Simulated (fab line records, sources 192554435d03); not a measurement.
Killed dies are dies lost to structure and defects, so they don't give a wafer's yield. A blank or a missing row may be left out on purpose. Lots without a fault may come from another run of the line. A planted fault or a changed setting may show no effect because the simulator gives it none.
Problem report in the 8D (eight disciplines) form, filled by code | flow n5_finfet | the parts of the form that need people (team, actions taken, sign-off) are left out

1. THE PROBLEM
run_length_s at N5_BEOL_M3_COAT_61 reads a mean of 70.19 s on 5 wafers of 3 lots; wafers without a fault read 66.05 s with a standard deviation of 0.13. That is +32 standard deviations from the usual mean.
The step: time 60 s, resist thk 60 nm.
First seen on wafer L235.3, day 8 12:34, on litho_track-03. The record holds 33 wafers of 11 lots with a number at this step. Rule for "out", or "out of limits": more than 4 standard deviations from the usual mean. The other wafers with a number count as sound.

2. WHAT IT IS AND WHAT IT IS NOT
question                    | is                                     | is not
which readings at this step | run_length_s                           | exhaust_pa
which lots                  | L235, L236, L237                       | L232, L242, L243, L245, L246, L248, L250, L251
which wafers of those lots  | L235.3, L235.4, L236.3, L237.2, L237.4 | L235.1, L236.1, L236.5, L237.6
read on which tools         | litho_track-03                         | litho_track-01, litho_track-04
when                        | from day 8 12:34                       | up to then (4 sound wafers); but 24 sound wafers of L236, L237, L242, L243, L245, L246, L248, L250, L251 came after

3. SUSPECTS, AND WHAT RULES EACH OUT
Counting: a tool at a process step up to the reading stays a suspect if it ran every lot that is out. Sound lots after the first of them don't rule it out here, since some wafers of a struck lot are sound.
- cvd_co-01 at N5_BEOL_M2_CO_CAP_55 (material Co, precursor CCTBA/H2, target thk 2 nm, time 102.1 s): kept. It ran every lot that is out, first L235 (day 8 08:11).
- litho_track-03 at N5_BEOL_M3_COAT_61 (time 60 s, resist thk 60 nm): kept. It ran every lot that is out, first L235 (day 8 12:34). Its own readings are out on those wafers: run_length_s.
Left after counting: cvd_co-01 at N5_BEOL_M2_CO_CAP_55, litho_track-03 at N5_BEOL_M3_COAT_61.

4. THE CAUSE (what the simulator had put in)
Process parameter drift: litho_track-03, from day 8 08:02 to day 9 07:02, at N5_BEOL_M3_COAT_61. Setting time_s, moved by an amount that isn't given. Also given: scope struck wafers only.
Counting left 2 suspects, and this tool is among them.

5. THE CHAIN OF EFFECTS, in route order
Each row: a reading whose mean over the struck wafers that have a number lies more than 3 standard deviations from the usual. Only readings for which the record gives a usual standard deviation are gone through. hours: the time from each lot's start at the first step in this table that gives one to its start at this step, as a median over the lots. sigmas: the change in usual standard deviations.
hours | step               | reading      | usual   | on struck wafers | change | sigmas
0     | N5_BEOL_M3_COAT_61 | run_length_s | 66.05 s | 70.19            | +4.14  | +32
The process steps in it:
- N5_BEOL_M3_COAT_61: time 60 s, resist thk 60 nm.
Later measuring or inspecting steps at which every struck wafer that the step has a row for has a number for every such reading, and none has moved that far: N5_BEOL_M4_RC_MEAS_101.

6. WHAT WOULD HAVE CAUGHT IT SOONER
In this record the first reading out of limits was taken at day 8 12:34, 5 hours after the fault began at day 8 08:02.
